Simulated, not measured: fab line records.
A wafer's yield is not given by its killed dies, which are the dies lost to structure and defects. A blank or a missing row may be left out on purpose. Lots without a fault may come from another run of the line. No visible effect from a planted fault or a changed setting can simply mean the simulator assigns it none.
One fault seen from 2 desks | flow nand harc | each desk has only its own numbers; what lay behind them comes last

## THE METROLOGY DESK
What the gauges read for every lot (on any tool): the sampled wafers with a number, averaged. A lot is out of limits, marked OUT, if its mean lies more than 4 standard deviations from the usual mean; the brackets give that distance.
Columns: A = cd nm at NHARC_A_M0_CD_MEAS_09, usual 80.4 nm
lot  | first seen here | A
L893 | day 23 02:59    | 80.4
L894 | day 23 11:12    | 80.5
L895 | day 23 22:22    | 80.2
L896 | day 24 00:34    | 79.9
L901 | day 25 22:37    | 86.3 (+8.1) OUT
L899 | day 25 23:45    | 86.1 (+7.9) OUT
L906 | day 28 18:29    | 80.4
L908 | day 29 19:10    | 81.4
L909 | day 29 22:50    | 80.6
L910 | day 30 15:17    | 81.4
L913 | day 31 06:41    | 80.7
L914 | day 31 19:50    | 79.4
L915 | day 32 10:23    | 80.4
This desk's finding: out of limits on L899, L901; first on L901, day 25 22:37 (cd nm at NHARC_A_M0_CD_MEAS_09). In limits: L893, L894, L895, L896, L906, L908, L909, L910, L913, L914, L915.

## THE DEFECT DESK
What the inspections along the route counted, lot by lot: means of the sampled wafers that have a number. A lot is out of limits, marked OUT, if its mean lies more than 4 standard deviations from the usual mean; the brackets give that distance.
Columns: A = raw defect count at NHARC_A_BLC_INSPECT_28, usual 505
lot  | first seen here | A
L893 | day 23 02:13    | 400
L894 | day 23 10:26    | 397
L895 | day 23 21:20    | 457
L896 | day 23 23:47    | 725
L901 | day 25 21:43    | 606
L899 | day 25 22:50    | 535
L906 | day 28 17:43    | 528
L908 | day 29 18:16    | 523
L909 | day 29 21:56    | 564
L910 | day 30 14:29    | 483
L913 | day 31 05:47    | 521
L914 | day 31 19:04    | 375
L915 | day 32 09:20    | 419
Result from this desk: across the 13 lots, nothing is out of limits.

## TAKEN TOGETHER
On L899, L901, the metrology desk was in a position to raise an alarm at day 25 22:37.
The defect desk saw nothing out of limits.
The defect desk has L899, L901 on record, within its limits.
On litho track-01, each named lot ran NHARC_A_M0_PEB_07.

## WHAT THE SIMULATOR PUT IN
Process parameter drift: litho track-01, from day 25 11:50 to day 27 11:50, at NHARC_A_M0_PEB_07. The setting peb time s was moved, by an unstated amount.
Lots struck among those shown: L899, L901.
Time in hours between the start of the fault and the first out-of-limits reading at each desk: metrology desk, 11.
